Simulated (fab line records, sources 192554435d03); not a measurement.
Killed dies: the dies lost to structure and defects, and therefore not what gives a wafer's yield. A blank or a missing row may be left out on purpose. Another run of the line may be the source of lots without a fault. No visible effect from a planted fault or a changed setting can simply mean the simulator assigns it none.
Which tool is to blame?	flow n5_finfet	11 lots, 31 wafers sampled, at 5 steps of a route of 1938

WHAT EACH GAUGE READ, for each wafer
N5_BEOL_M4_RC_MEAS_101. Usual: DIBL_N 37.7 mV/V, standard deviation 2; DIBL_P 37.7 mV/V, standard deviation 2.3; IOFF_N 0.18 nA/um, standard deviation 0.039; IOFF_P 0.23 nA/um, standard deviation 0.042; ION_N 681 uA/um, standard deviation 12; ION_P 463 uA/um, standard deviation 8; SS_N 71.9 mV/dec, standard deviation 0.68; SS_P 73.6 mV/dec, standard deviation 0.71; VT_N 248 mV, standard deviation 3.2; VT_P -249 mV, standard deviation 3.1.
lot	measured	on	DIBL_N (mV/V)	DIBL_P (mV/V)	IOFF_N (nA/um)	IOFF_P (nA/um)	ION_N (uA/um)	ION_P (uA/um)	SS_N (mV/dec)	SS_P (mV/dec)	VT_N (mV)	VT_P (mV)	flag
L275	day 12 07:17	prober-01	36.6 38.5 40.1	36.6 38.0 42.1	0.17 0.20 0.26	0.24 0.25 0.36	669 675 688	464 460 471	72.1 72.3 72.8	72.7 73.1 73.9	249 248 243	-245 -243 -241	
L277	day 12 01:04	prober-02	42.7 36.7 42.0	41.4 34.8 40.6	0.26 0.13 0.25	0.31 0.18 0.30	704 672 707	480 465 482	73.3 71.3 72.9	74.6 72.9 74.4	244 254 245	-245 -254 -247	
L280	day 12 17:31	prober-02	36.9 40.1 35.0	37.8 40.5 34.6	0.16 0.25 0.14	0.22 0.27 0.18	654 685 679	455 462 455	71.3 73.1 71.2	74.1 74.9 73.2	252 244 250	-251 -249 -253	
L281	day 13 17:46	prober-01	36.3 39.2	37.5 41.1	0.16 0.23	0.21 0.26	684 700	469 471	72.1 72.5	73.8 75.4	252 245	-249 -248	
L283	day 13 18:59	prober-02	38.7 36.7 37.4	39.1 36.1 39.1	0.19 0.15 0.18	0.25 0.18 0.25	679 680 695	459 458 471	72.9 72.5 72.8	74.1 73.9 74.3	248 250 251	-251 -256 -250	
L284	day 13 21:57	prober-01	37.6 40.3 38.8	36.9 38.5 38.6	0.16 0.23 0.18	0.23 0.25 0.24	664 682 670	460 461 455	72.0 72.7 71.5	74.0 74.1 73.5	250 247 251	-249 -245 -250	
L286	day 14 05:29	prober-01	39.9 41.5	40.9 41.8	0.22 0.27	0.27 0.30	709 715	470 484	72.0 72.1	74.2 74.2	244 242	-249 -245	
L288	day 15 17:26	prober-01	34.6 36.4 39.1	35.0 37.2 40.1	0.14 0.16 0.21	0.19 0.22 0.27	668 673 685	461 461 458	70.6 71.1 72.7	73.0 73.6 73.4	249 251 247	-250 -251 -248	
L291	day 15 22:14	prober-02	37.4 40.2 36.1	38.8 41.9 37.4	0.16 0.23 0.15	0.23 0.27 0.20	663 682 674	454 461 456	71.4 72.8 71.9	74.0 74.6 73.9	254 246 252	-251 -249 -252	
L296	day 17 01:52	prober-02	38.5 35.3 36.5	36.9 35.0 36.6	0.20 0.15 0.15	0.21 0.19 0.20	681 682 671	464 464 457	72.8 71.3 71.7	73.6 73.6 73.2	247 248 251	-249 -249 -249	
L297	day 17 05:06	prober-02	39.4 36.0 38.5	38.3 34.0 39.8	0.22 0.17 0.22	0.26 0.19 0.30	685 680 688	469 459 471	73.2 71.6 71.4	73.9 72.8 73.6	245 249 244	-247 -251 -246	

WHICH TOOL RAN EACH LOT (tool, then ch and the chambers of the sampled wafers, then the start)
lot	N5_BEOL_M1_SPUTTER_79	N5_BEOL_M1_ANNEAL_91	N5_BEOL_M1_ANNEAL_51	N5_BEOL_M1_CMP_52
L275	pvd_sputter-01, day 6 22:14	pvd_sputter-01, day 6 23:11	rtp_anneal-02 ch 0, day 7 00:47	cmp-01 ch 0,1,2, day 7 01:01
L277	pvd_sputter-02, day 7 03:05	pvd_sputter-02, day 7 04:03	rtp_anneal-01 ch 0, day 7 05:08	cmp-03 ch 2,3, day 7 05:25
L280	pvd_sputter-02, day 8 02:39	pvd_sputter-02, day 8 03:37	rtp_anneal-01 ch 0, day 8 04:32	cmp-02 ch 0,1,3, day 8 04:50
L281	pvd_sputter-02, day 8 04:29	pvd_sputter-02, day 8 06:52	rtp_anneal-01 ch 0, day 8 07:59	cmp-01 ch 0,2, day 8 08:26
L283	pvd_sputter-03, day 8 12:47	pvd_sputter-03, day 8 13:45	rtp_anneal-01 ch 0, day 8 14:31	cmp-01 ch 1,3, day 8 14:52
L284	pvd_sputter-03, day 8 15:59	pvd_sputter-03, day 8 16:57	rtp_anneal-01 ch 0, day 8 17:43	cmp-01 ch 0,1,2, day 8 18:06
L286	pvd_sputter-01, day 9 07:25	pvd_sputter-01, day 9 08:23	rtp_anneal-02 ch 0, day 9 09:14	cmp-02 ch 0,1, day 9 09:31
L288	pvd_sputter-02, day 9 22:52	pvd_sputter-02, day 9 23:49	rtp_anneal-02 ch 0, day 10 00:36	cmp-03 ch 0,1,3, day 10 00:56
L291	pvd_sputter-03, day 10 14:37	pvd_sputter-03, day 10 15:34	rtp_anneal-02 ch 0, day 10 16:28	cmp-01 ch 0,1,2, day 10 16:46
L296	pvd_sputter-01, day 11 20:22	pvd_sputter-01, day 11 21:20	rtp_anneal-02 ch 0, day 11 22:07	cmp-03 ch 0,2, day 11 22:24
L297	pvd_sputter-02, day 12 04:05	pvd_sputter-02, day 12 05:03	rtp_anneal-01 ch 0, day 12 05:49	cmp-03 ch 0,1, day 12 06:07
- N5_BEOL_M1_SPUTTER_79: material Cu, target thk 4.5 nm, time 8.29 s.
- N5_BEOL_M1_ANNEAL_91: time 240 s.
- N5_BEOL_M1_ANNEAL_51: time 90 s.
- N5_BEOL_M1_CMP_52: polishes, stops on SiOC, t overpolish 6.8 s, target thk 40 nm.

WHAT THE TOOLS THEMSELVES READ (means of the sampled wafers that have a number; where no wafer has one, the mark that the record gives instead)
N5_BEOL_M1_SPUTTER_79. Usual: throttle_valve_pct reads 30.2 % (standard deviation 1.3).
lot	tool	throttle_valve_pct (%)	flag
L275	pvd_sputter-01	31.8	
L277	pvd_sputter-02	29.4	
L280	pvd_sputter-02	30.1	
L281	pvd_sputter-02	30.5	
L283	pvd_sputter-03	30.8	
L284	pvd_sputter-03	29.7	
L286	pvd_sputter-01	31.4	
L288	pvd_sputter-02	30.5	
L291	pvd_sputter-03	30.4	
L296	pvd_sputter-01	30.7	
L297	pvd_sputter-02	29.9	

N5_BEOL_M1_ANNEAL_91. Usual: heater_power_w reads 814 W (standard deviation 110).
lot	tool	heater_power_w (W)	flag
L275	pvd_sputter-01	932	
L277	pvd_sputter-02	729	
L280	pvd_sputter-02	830	
L281	pvd_sputter-02	906	
L283	pvd_sputter-03	834	
L284	pvd_sputter-03	806	
L286	pvd_sputter-01	746	
L288	pvd_sputter-02	775	
L291	pvd_sputter-03	883	
L296	pvd_sputter-01	852	
L297	pvd_sputter-02	821	

N5_BEOL_M1_ANNEAL_51. Usual: wafer_temp_C_max reads 225.87 (standard deviation 0.2).
lot	tool	wafer_temp_C_max	flag
L275	rtp_anneal-02	225.97	
L277	rtp_anneal-01	225.96	
L280	rtp_anneal-01	225.80	
L281	rtp_anneal-01	226.02	
L283	rtp_anneal-01	225.74	
L284	rtp_anneal-01	226.07	
L286	rtp_anneal-02	225.66	
L288	rtp_anneal-02	225.65	
L291	rtp_anneal-02	225.77	
L296	rtp_anneal-02	225.78	
L297	rtp_anneal-01	226.09	

N5_BEOL_M1_CMP_52. Usual: barrier_field_endpoint_s 24.4 s, standard deviation 0.89; motor_current_A 5.9 A, standard deviation 0.65; overpolish_run_s 6.800 s, standard deviation 0.01; time_to_endpoint_s 61 s, standard deviation 4.8.
lot	tool	barrier_field_endpoint_s (s)	motor_current_A (A)	overpolish_run_s (s)	time_to_endpoint_s (s)	flag
L275	cmp-01	25.8	6.4	6.799	68	
L277	cmp-03	23.6	6.1	6.804	53	
L280	cmp-02	23.3	5.5	6.797	57	
L281	cmp-01	24.7	5.9	6.804	66	
L283	cmp-01	23.7	5.7	6.813	62	
L284	cmp-01	25.9	6.3	6.802	68	
L286	cmp-02	25.1	5.2	6.799	64	
L288	cmp-03	24.6	6.4	6.797	61	
L291	cmp-01	21.9	6.1	6.803	56	
L296	cmp-03	23.1	6.0	6.795	56	
L297	cmp-03	24.4	6.2	6.801	60	

THE ANSWER, worked out from the rows above alone
Rule: a lot counts as off when the mean over its wafers that have a number is more than 3 standard deviations away from the usual mean. A lot without any number at a reading at which 4 lots or more have one is off too. All remaining lots with rows at the step are treated as sound. After the gauges, taken in route order, come the tools' own readings; for these a lot's mean is taken, as printed above. The first step at which some lot is off is used, and at that step the reading that is off furthest; a lot without a number counts as furthest.
No lot is off at any reading shown: from this, nothing can be told.

WHAT WAS PUT IN BY THE SIMULATOR
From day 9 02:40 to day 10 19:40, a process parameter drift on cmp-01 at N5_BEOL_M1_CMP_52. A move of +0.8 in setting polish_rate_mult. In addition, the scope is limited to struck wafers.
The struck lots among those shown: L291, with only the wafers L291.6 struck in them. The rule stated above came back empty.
